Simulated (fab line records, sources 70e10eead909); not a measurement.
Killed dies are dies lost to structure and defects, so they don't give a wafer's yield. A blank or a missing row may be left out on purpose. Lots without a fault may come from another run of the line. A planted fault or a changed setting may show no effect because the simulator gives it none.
fab line records | flow nand_harc
record lots=5 wafers=15 last_day=32
route steps=1302 shown P_GATE@126 END@1302
lots that met no fault: from a run of the same line without faults
start_h: hours from the record's first day to the start of the lot's first wafer shown | wait_h: hours since the lot's step before | " the same as in the row above | L1.1+2: a row that stands for several wafers | - no value, or no start given | * or withheld: withheld | < > ~ a bound
route shown NAME@n: a module of which the file shows steps, and the number in the route of the first | usual: mean/standard deviation of fault-free wafers | same: alike in all rows | chamber/n: place in a boat | sites: the reading at each site | _std_site: their standard deviation | _edge_site: outer sites' mean less inner sites' | radius_mm: how far each site lies from the wafer's centre | mask NAME#n: copy n | behind: the tool/chamber that last shaped the wafer | hold: why the lot was held/for how many hours/how that ended | device: the transistor (n, p or np) that didn't switch | end of line: the same wafers' tests at the end of the route | a step without rows: its recipe alone | killed: dies lost to structure and defects at the first sort, not the wafer's yield | map: a wafer's dies, x killed, . not, _ none there
set.NAME: the setting as run; set.NAME@STEP: as run at that earlier step | model.NAME: the simulator's own value behind a step, which no gauge read
lots at some steps of the route; a table a step, a row a wafer
services: from which hour (start_h, from the record's first day; less than 0 if before it) a tool's chamber was out of use, for how many hours, and why
## steps
# step NHARC_P_GATE_STRIP_15
# recipe time_s=780 temp_c=130 chemistry=SPM
# step NHARC_P_GATE_PRECLEAN_71
# recipe time_s=* temp_c=50 bath_age_min=0 chemistry=SC1
# step NHARC_P_GATE_SRD_72
# step NHARC_P_GATE_OXIDE_16
# recipe target_thk_a=30 temp_c=875 ox_time_s=392 material=SiO2
# step NHARC_P_GATE_CVD_17
# recipe target_thk_a=1500 temp_c=620 time_s=900 material=poly-Si
# step NHARC_P_GATE_HM_DEP_102
# recipe target_thk_a=1200 temp_c=400 material=aC
# usual throttle_valve_pct=35.000/0.0089
# columns lot.wafer tool chamber start_h wait_h throttle_valve_pct
L288.1 acl_dep-01 0 123.58 1.2 34.989
L288.3 " 0 " " 35.002
L288.5 " 0 " " 35.006
L289.4 acl_dep-02 0 137.12 2.6 34.998
L289.5 " 0 " " 35.007
L289.6 " 0 " " 35.006
L294.3 acl_dep-03 0 187.55 0.6 35.007
L294.4 " 0 " " 35.003
L294.5 " 0 " " 35.006
L304.2 acl_dep-03 0 287.73 0.9 35.000
L304.5 " 0 " " 35.006
L304.6 " 0 " " 35.011
L307.3 acl_dep-01 0 314.12 3.6 35.001
L307.4 " 0 " " 34.999
L307.6 " 0 " " 34.991
# step NHARC_P_GATE_DEP_103
# recipe target_thk_a=300 target_thk_nm=30 temp_c=400 flow_sccm=200 rf_w=350 material=SiON
# usual heater_power_w=743/76
# columns lot.wafer tool chamber start_h wait_h heater_power_w
L288.1 pecvd-01 2 124.25 0.6 551
L288.3 " 0 " " 849
L288.5 " 2 " " 566
L289.4 pecvd-03 2 137.56 0.3 736
L289.5 " 0 " " 727
L289.6 " 1 " " 675
L294.3 pecvd-01 1 187.99 0.3 800
L294.5 " 2 " " 582
L294.4 " 0 " " 838
L304.2 pecvd-03 1 288.29 0.4 733
L304.6 " 1 " " 725
L304.5 " 0 " " 718
L307.3 pecvd-04 2 314.60 0.4 742
L307.6 " 1 " " 830
L307.4 " 0 " " 852
# step NHARC_P_GATE_DEHYDRATE_18
# recipe temp_c=150 time_s=120
# step NHARC_P_GATE_HMDS_19
# recipe time_s=30
# step NHARC_P_GATE_COAT_20
# recipe spin_rpm=1500 resist_thk_nm=90
# step NHARC_P_GATE_SOFTBAKE_21
# recipe temp_c=105 time_s=55
# step NHARC_P_GATE_EBR_22
# step NHARC_P_GATE_EXPOSE_23
# recipe na=1.35 target_cd_nm=120 dose_mj=93.91 mask_id=P_GATE
# columns lot.wafer tool chamber start_h wait_h mask
L288.1+3+5 arfi_scanner-02 0 124.79 - P_GATE#0
L289.4+5+6 arfi_scanner-01 0 138.02 - P_GATE#0
L294.3+4+5 arfi_scanner-02 0 188.54 - P_GATE_R1#0
L304.2+5+6 arfi_scanner-03 0 288.71 - P_GATE#0
L307.3+4+6 arfi_scanner-03 0 315.12 - P_GATE#0
# step NHARC_P_GATE_PEB_24
# recipe peb_temp_c=100 peb_time_s=65
# step NHARC_P_GATE_DEVELOP_25
# recipe develop_time_s=35 dev_temp_c=23
# step NHARC_P_GATE_CD_MEAS_26
# recipe target_cd_nm=120 landing_energy_ev=500
# usual cd_nm=119.9/0.39
# same landing_energy_ev=500
# columns lot.wafer tool chamber start_h wait_h cd_nm
L288.1 cd_sem-03 0 124.93 - 119.3
L288.3 " 0 " " 120.1
L288.5 " 0 " " 120.0
L289.4 cd_sem-03 0 138.15 - 120.7
L289.5 " 0 " " 119.9
L289.6 " 0 " " 120.0
L294.3 cd_sem-03 0 188.68 - 100.4
L294.4 " 0 " " 99.9
L294.5 " 0 " " 100.3
L304.2 cd_sem-03 0 288.85 - 120.2
L304.5 " 0 " " 119.9
L304.6 " 0 " " 120.3
L307.3 cd_sem-02 0 315.26 - 119.9
L307.4 " 0 " " 119.6
L307.6 " 0 " " 120.5
# step NHARC_P_GATE_OVL_MEAS_27
# usual overlay_x_nm=0.1/0.85 overlay_y_nm=0.0/0.63
# columns lot.wafer tool chamber start_h wait_h overlay_x_nm overlay_y_nm
L288.1 overlay-02 - 125.02 - -1.0 -1.0
L288.3 " - " " -0.8 -0.6
L288.5 " - " " -1.5 -0.8
L289.4 overlay-01 - 138.24 - -0.3 -1.4
L289.5 " - " " -0.1 -1.0
L289.6 " - " " 0.1 -0.6
L294.3 overlay-01 - 188.76 - -0.4 -0.5
L294.4 " - " " -0.9 -0.8
L294.5 " - " " 0.2 -0.9
L304.2 overlay-01 - 288.93 - 1.5 -0.7
L304.5 " - " " 1.0 -0.4
L304.6 " - " " 1.2 -0.6
L307.3 overlay-01 - 315.34 - 0.3 -0.4
L307.4 " - " " 0.9 0.4
L307.6 " - " " 0.8 0.1
# step NHARC_P_GATE_INSPECT_28
# usual raw_defect_count=6/3.3
# columns lot.wafer tool chamber start_h wait_h raw_defect_count
L288.1 defect_inspect-02 - 125.05 0.0 5
L288.3 " - " " 6
L288.5 " - " " 1
L289.4 defect_inspect-02 - 138.27 0.0 9
L289.5 " - " " 12
L289.6 " - " " 11
L294.3 defect_inspect-02 - 188.80 0.0 11
L294.4 " - " " 2
L294.5 " - " " 5
L304.2 defect_inspect-01 - 288.97 0.0 5
L304.5 " - " " 15
L304.6 " - " " 8
L307.3 defect_inspect-02 - 315.38 0.0 5
L307.4 " - " " 5
L307.6 " - " " 6
# step NHARC_P_GATE_DESCUM_31
# recipe time_s=3 o2_flow_sccm=200 ar_flow_sccm=0 bias_power_w=0 chemistry=O2
# usual chamber_pressure_mTorr=60.00/0.057 drypump_motor_current_A=5.6/0.49 oes_product_au=0.997/0.0079 rf_vpp_V=57.8/0.94 showerhead_plenum_p_Torr=1.92/0.097 throttle_valve_pct=11.312/0.011
# columns lot.wafer tool chamber start_h wait_h chamber_pressure_mTorr drypump_motor_current_A oes_product_au rf_hours_counter_h rf_vpp_V showerhead_plenum_p_Torr throttle_valve_pct model.P_GATE.cd_nm
L288.3 rie_diel-12 3 125.11 0.1 59.98 6.3 1.009 1.3 57.7 1.88 11.308 119.6
L288.1 " 1 " " 59.89 5.3 0.997 2.2 57.2 1.87 11.312 119.5
L288.5 " 3 " " 60.06 6.2 1.013 - 57.6 1.88 11.312 119.8
L289.4 rie_diel-05 3 138.35 0.1 60.02 5.1 1.001 4.9 57.4 1.83 11.313 120.7
L289.5 " 1 " " 60.02 5.1 0.997 - 58.2 2.05 11.312 119.9
L289.6 " 2 " " 59.94 5.1 0.991 - 57.7 1.86 11.308 119.7
L294.3 rie_diel-06 2 188.87 0.1 59.92 6.4 0.971 3.0 58.2 1.79 11.318 100.7
L294.4 " 3 " " 59.94 4.9 0.983 3.4 59.3 2.06 11.295 100.3
L294.5 " 2 " " 59.88 6.4 0.987 - 56.7 1.79 11.309 100.6
L304.2 rie_diel-12 0 289.04 0.1 60.07 6.0 0.997 0.3 56.0 1.85 11.329 120.4
L304.5 " 3 " " 60.04 6.3 0.993 - 58.1 1.88 11.317 119.6
L304.6 " 0 " " 60.01 6.0 0.993 - 58.6 1.85 11.307 120.8
L307.4 rie_diel-05 1 315.45 0.1 59.98 5.1 0.992 4.9 57.6 2.04 11.310 119.3
L307.3 " 3 " " 60.00 5.1 0.990 5.6 56.8 1.83 11.330 120.4
L307.6 " 0 " " 59.95 5.4 0.999 - 59.6 2.04 11.317 119.5
# step NHARC_P_GATE_ETCH_104
# recipe target_depth_a=600 time_s=withheld cf4_flow_sccm=100 chf3_flow_sccm=30 ar_flow_sccm=0 rf_w=500 bias_w=200 chemistry=CF4/CHF3
# usual chamber_pressure_mTorr=24.998/0.022 drypump_motor_current_A=5.6/0.49 oes_product_au=0.943/0.02 rf_vpp_V=370.6/2.6 showerhead_plenum_p_Torr=1.57/0.074 throttle_valve_pct=16.802/0.0094
# columns lot.wafer tool chamber start_h wait_h chamber_pressure_mTorr drypump_motor_current_A oes_product_au rf_vpp_V showerhead_plenum_p_Torr throttle_valve_pct
L288.3 rie_diel-12 2 125.21 0.1 24.999 5.8 0.922 367.1 1.48 16.794
L288.1 " 3 " " 24.996 6.2 0.945 369.7 1.55 16.791
L288.5 " 2 " " 25.014 5.8 0.938 368.2 1.49 16.801
L289.4 rie_diel-05 0 138.42 0.1 24.995 5.5 0.966 373.9 1.67 16.800
L289.6 " 3 " " 24.971 5.2 0.966 368.9 1.51 16.812
L289.5 " 0 " " 25.002 5.5 0.964 373.9 1.67 16.809
L294.4 rie_diel-06 0 188.95 0.1 25.003 6.1 0.931 371.3 1.59 16.813
L294.3 " 1 " " 24.967 5.8 0.935 371.5 1.58 16.811
L294.5 " 3 " " 24.962 4.9 0.922 375.4 1.69 16.796
L304.2 rie_diel-12 0 289.12 0.1 25.013 6.0 0.959 368.2 1.52 16.810
L304.5 " 3 " " 25.003 6.2 0.961 370.9 1.55 16.792
L304.6 " 0 " " 25.025 6.0 0.965 369.5 1.52 16.795
L307.3 rie_diel-05 2 315.52 0.1 24.973 5.1 0.937 369.4 1.53 16.793
L307.4 " 3 " " 24.982 5.1 0.947 367.5 1.51 16.798
L307.6 " 2 " " 25.013 5.1 0.944 369.4 1.53 16.777
# step NHARC_P_GATE_HM_OPEN_105
# recipe target_depth_a=3600 o2_flow_sccm=400 cos_flow_sccm=20 ar_flow_sccm=0 rf_w=500 bias_w=300 chemistry=O2/COS
# usual chamber_pressure_mTorr=20.000/0.019 drypump_motor_current_A=5.6/0.48 oes_product_au=0.997/0.0077 rf_vpp_V=467.0/2.9 showerhead_plenum_p_Torr=3.12/0.14 throttle_valve_pct=28.330/0.0087
# columns lot.wafer tool chamber start_h wait_h chamber_pressure_mTorr drypump_motor_current_A oes_product_au rf_hours_counter_h rf_vpp_V showerhead_plenum_p_Torr throttle_valve_pct
L288.3 rie_diel-12 1 - - 19.997 5.3 0.998 2.2 465.9 3.05 28.335
L288.1 " 2 " " 19.993 5.9 1.013 2.2 464.2 2.95 28.324
L288.5 " 1 " " 20.000 5.3 0.993 - 465.5 3.05 28.326
L289.4 rie_diel-05 2 - - 19.952 5.1 0.999 4.8 466.7 3.04 28.325
L289.6 " 0 " " 20.026 5.5 1.006 - 470.2 3.32 28.324
L289.5 " 1 " " 19.977 5.1 0.989 - 471.2 3.33 28.311
L294.4 rie_diel-06 0 - - 19.987 6.1 0.990 3.0 467.6 3.15 28.326
L294.3 " 1 " " 19.993 5.8 0.994 2.5 467.3 3.14 28.341
L294.5 " 1 " " 20.006 5.8 0.988 - 466.9 3.14 28.332
L304.2 rie_diel-12 0 - - 20.028 6.0 0.989 0.3 465.4 3.02 28.342
L304.5 " 1 " " 19.990 5.4 1.001 - 467.2 3.05 28.324
L304.6 " 2 " " 19.994 5.8 1.004 - 463.0 2.94 28.334
L307.4 rie_diel-05 2 - - 19.971 5.1 1.007 5.6 465.4 3.04 28.323
L307.3 " 0 " " 20.015 5.5 0.992 5.1 469.2 3.32 28.346
L307.6 " 3 " " 20.008 5.1 0.993 - 465.2 2.99 28.332
# step NHARC_P_GATE_STRIP_106
# recipe o2_flow_sccm=400 cos_flow_sccm=20 ar_flow_sccm=0 bias_w=0 chemistry=O2/COS
# step NHARC_P_GATE_ETCH_114
# recipe target_depth_a=300 overetch_a=30 time_s=16.5 ion_energy_ev=100 cf4_flow_sccm=80 o2_flow_sccm=20 ar_flow_sccm=0 rf_w=300 bias_w=100 chemistry=CF4/O2
# usual chamber_pressure_mTorr=30.003/0.028 drypump_motor_current_A=5.5/0.48 oes_product_au=0.998/0.0077 rf_vpp_V=197.9/1.6 showerhead_plenum_p_Torr=1.34/0.066 throttle_valve_pct=13.397/0.0092
# columns lot.wafer tool chamber start_h wait_h chamber_pressure_mTorr drypump_motor_current_A oes_product_au rf_hours_counter_h rf_vpp_V showerhead_plenum_p_Torr throttle_valve_pct
L288.1 rie_diel-06 2 125.52 0.1 29.968 6.4 0.986 11 194.9 1.25 13.402
L288.3 " 1 " " 30.020 5.8 0.995 10 196.8 1.34 13.405
L288.5 " 2 " " 29.967 6.4 0.992 - 195.5 1.25 13.387
L289.4 rie_diel-05 3 - - 29.983 5.1 0.987 5 196.0 1.28 13.401
L289.6 " 2 " " 29.951 5.1 0.997 - 197.4 1.30 13.374
L289.5 " 3 " " 29.988 5.1 0.995 - 197.8 1.28 13.397
L294.4 rie_diel-06 3 - - 29.979 4.9 0.984 3 198.8 1.44 13.391
L294.3 " 2 " " 30.005 6.3 0.987 3 195.6 1.25 13.390
L294.5 " 3 " " 29.956 4.9 0.992 - 198.8 1.44 13.393
L304.2 rie_diel-12 1 - - 30.015 5.3 1.002 0 197.6 1.30 13.385
L304.5 " 1 " " 30.010 5.3 1.010 - 196.2 1.30 13.390
L304.6 " 2 " " 30.036 5.8 0.987 - 196.9 1.26 13.404
L307.4 rie_diel-05 3 - - 29.975 5.1 0.989 6 196.0 1.28 13.396
L307.3 " 0 " " 30.023 5.5 0.999 5 198.7 1.42 13.397
L307.6 " 0 " " 30.036 5.4 0.994 - 200.5 1.42 13.395
# step NHARC_P_GATE_ETCH_32
# recipe target_depth_a=1500 over_etch_frac=1 over_etch_ion_energy_ev=40 time_s=100.1 hbr_flow_sccm=150 cl2_flow_sccm=50 rf_w=400 icp_w=400 bias_w=100 chemistry=HBr/Cl2
# usual chamber_pressure_mTorr=15.000/0.019 drypump_motor_current_A=5.6/0.31 oes_product_au=0.998/0.0088 throttle_valve_pct=26.406/0.0091
# columns lot.wafer tool chamber start_h wait_h chamber_pressure_mTorr drypump_motor_current_A oes_product_au rf_hours_counter_h throttle_valve_pct model.P_GATE.cd_nm
L288.3 rie_si-06 3 125.62 - 15.032 6.0 0.996 0.29 26.423 116.8
L288.1 " 1 " " 15.003 5.4 1.011 0.27 26.400 117.3
L288.5 " 3 " " 15.019 5.9 0.998 - 26.402 118.1
L289.4 rie_si-02 3 138.82 - 15.036 5.7 0.999 0.14 26.416 117
L289.5 " 1 " " 14.999 5.3 1.003 - 26.392 120.7
L289.6 " 2 " " 14.984 6.0 1.003 - 26.381 117.7
L294.4 rie_si-01 2 189.32 - 14.998 5.6 1.006 1.09 26.416 100.6
L294.3 " 0 " " 14.987 5.5 0.999 1.00 26.423 99.8
L294.5 " 3 " " 15.028 5.1 0.989 - 26.406 98.24
L304.2 rie_si-06 3 289.50 - 15.011 6.0 0.994 0.22 26.403 121.7
L304.5 " 2 " " 15.009 5.5 1.003 - 26.408 121.2
L304.6 " 3 " " 15.002 6.0 0.998 - 26.402 121.1
L307.3 rie_si-02 2 315.90 - 15.015 6.0 0.997 0.18 26.398 118.5
L307.4 " 3 " " 14.996 5.7 1.006 0.14 26.398 117
L307.6 " 3 " " 15.012 5.7 1.009 - 26.417 117.3
# step NHARC_P_GATE_STRIP_108
# recipe o2_flow_sccm=500 ar_flow_sccm=0 bias_w=0 chemistry=O2
# step NHARC_END_SORT_01
# recipe temp_c=25
# usual killed_at_array=61/23 killed_at_other=1.3/1.4 killed_at_periphery=4.0/2.6 killed_dies=66/22 killed_open=3.4/1.8 killed_short=2.3/1.4
# same gross_dies=677
# columns lot.wafer tool chamber start_h wait_h killed_at_array killed_at_other killed_at_periphery killed_dies killed_open killed_short
L294.3 prober-02 0 642.22 3.1 27 1 261 289 4 1
L294.4 prober-02 0 643.03 3.4 26 1 228 255 4 1
L294.5 prober-02 0 643.84 3.7 23 0 251 274 3 2
# killed by level:class
L294.3 P_GATE:area_expose=250 A_CHANNEL_HOLE_D2:chamber_film_flake=15 P_BONDPAD:chamber_film_flake=6 P_M0:chamber_film_flake=3 A_CHANNEL_HOLE_D1:chamber_film_flake=3 P_ZERO_WELL:chamber_film_flake=2 A_CHANNEL_FILL_D2:geometric_particle:open=1 A_CHANNEL_FILL_D2:geometric_particle:short=1
L294.4 P_GATE:area_expose=218 A_CHANNEL_HOLE_D2:chamber_film_flake=13 P_BONDPAD:chamber_film_flake=5 A_CONTACT:chamber_film_flake=4 P_M0:chamber_film_flake=3 A_CHANNEL_HOLE_D1:chamber_film_flake=2 A_DECK1_JOINT:chamber_film_flake=2 P_CONTACT:geometric_particle:open=1
L294.5 P_GATE:area_expose=241 A_CHANNEL_HOLE_D2:chamber_film_flake=11 A_CHANNEL_HOLE_D1:chamber_film_flake=7 P_BONDPAD:chamber_film_flake=4 P_M0:chamber_film_flake=3 A_WL_FILL:geometric_particle:open=2 P_ZERO_WELL:chamber_film_flake=2 P_CONTACT:geometric_particle:short=1
# map L294.3 (x killed, . not)
____________x____________
_________xxxx.x._________
_______.xxx.xxxxxx_______
______xx.x..x.xxxxx______
_____xx..xxx.xxx.xxx_____
____.xxxxxx..x..x...x____
____xx.x.x...xxx.xxx.____
___.xx.x.x.xx...x.x.xx___
___xx..xxxxxxx...x..xx___
__xxxx......x........xx__
__x..x.x..x.x.....x..xx__
_xxx.x..xx...x.....x.xxx_
_xx.xx.....xx........xxx_
_xx......x.....x.....xxx_
_...x...............xxx._
_...x...............xx.x_
xx......................x
xx.....x..............xx.
x.....x..........xxx...x.
xx...x.................xx
x.xxx..........x...x...xx
_xx....x.......x....xxxx_
_x..x...........x...x..x_
_xxx...x........x.x.x.xx_
_xx..x....x...x..x.x.xxx_
_x................xx.xxx_
__xxxxx.......x.xxx.xxx__
__.xx..xx..x.......xxxx__
___xx.xx...x..x.xx.x.x___
___xx.x.x...x..x..xxxx___
____xxxx....x..xxxx.x____
____xx.xxx.......xxxx____
_____xx.x.xx.xxx.xxx_____
______xx..x.xxxx.xx______
_______xx.xxxxxxxx_______
_________xxxxxxx_________
____________x____________
# map L288.1 (x killed, . not)
____________.____________
_________......._________
_______..........._______
______......x......______
_____..............._____
____.....x.xxx.......____
____......xx.......x.____
___.....x.xxxx........___
___.....x..xxx....x...___
__........xxx.x........__
__.......x.xx..........__
_..........x............_
_..........x.x.........._
_.......x..xxx..x......._
_...........x..........._
_......................._
....................x....
..x...............x......
...xx..................x.
...xx..x.................
...xxxxx.................
_.xxxx....x..........x.._
_.x.xx.................._
_xxxxxx.............x..._
_x.xxx.................._
_.xxxx.................._
__.x...................__
__..x.............x....__
___.x.............x...___
___.....x.............___
____...........x.....____
____....xx...x.......____
_____....x.........._____
______.............______
_______...x......._______
_________.x....._________
____________.____________
## services
# columns tool chamber start_h hours kind
rie_si-02 - 100.00 9.0 pm
arfi_scanner-03 - 120.58 4.4 repair
acl_dep-03 - 123.31 13.0 pm
rie_diel-12 - 125.39 1.3 repair
pecvd-01 - 130.00 13.0 pm
rie_diel-06 - 130.20 9.0 pm
arfi_scanner-02 - 140.00 4.0 pm
rie_diel-12 2 140.13 3.5 repair
rie_si-02 0 146.82 8.6 repair
rie_diel-12 2 152.74 5.6 repair
pecvd-03 - 168.88 0.5 repair
pecvd-01 - 170.44 0.2 repair
rie_diel-12 0 173.05 19.4 repair
pecvd-03 - 185.11 13.0 pm
rie_si-02 0 186.27 1.6 repair
acl_dep-01 - 188.69 13.0 pm
arfi_scanner-03 - 196.00 4.0 pm
arfi_scanner-03 - 223.58 2.6 repair
rie_diel-05 0 228.18 3.8 repair
rie_diel-05 - 229.60 9.0 pm
rie_diel-12 2 252.15 15.3 repair
rie_diel-12 - 268.52 9.0 pm
rie_diel-05 3 275.80 6.0 repair
rie_diel-06 - 307.20 9.0 pm
## key
first_sign step=NHARC_P_GATE_EXPOSE_23 reading=mask direction=changed
effect step=NHARC_P_GATE_CD_MEAS_26 reading=cd_nm direction=down sigmas=50 usual=119.9 struck=100.2
effect step=NHARC_END_SORT_01 reading=killed_at_periphery direction=up sigmas=92 usual=4.0 struck=246.7
model_effect step=NHARC_P_GATE_DESCUM_31 value=P_GATE.cd_nm without=120.4 struck=100.5
model_effect step=NHARC_P_GATE_ETCH_32 value=P_GATE.cd_nm without=119.4 struck=99.56
more_kills_born_at NHARC_P_GATE_EXPOSE_23@arfi_scanner-02=709
met_at NHARC_P_GATE_EXPOSE_23
struck_wafers L294.3,L294.4,L294.5
tester_left_out L294
onset_between 124.79 188.54
fault kind=wrong_mask tool=any chamber=- onset_h=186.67 steps=NHARC_P_GATE_EXPOSE_23 aux_copy=P_GATE_R1#0 cd_offset_nm=-19.873 scope=struck_lots_only
# tester_left_out: of these lots the tester's yield and bins aren't shown, on N5 and GAA mostly nor the transistor test; their killed dies are dies lost to structure and defects alone, not to doping, threshold or leakage, so they don't give the yield
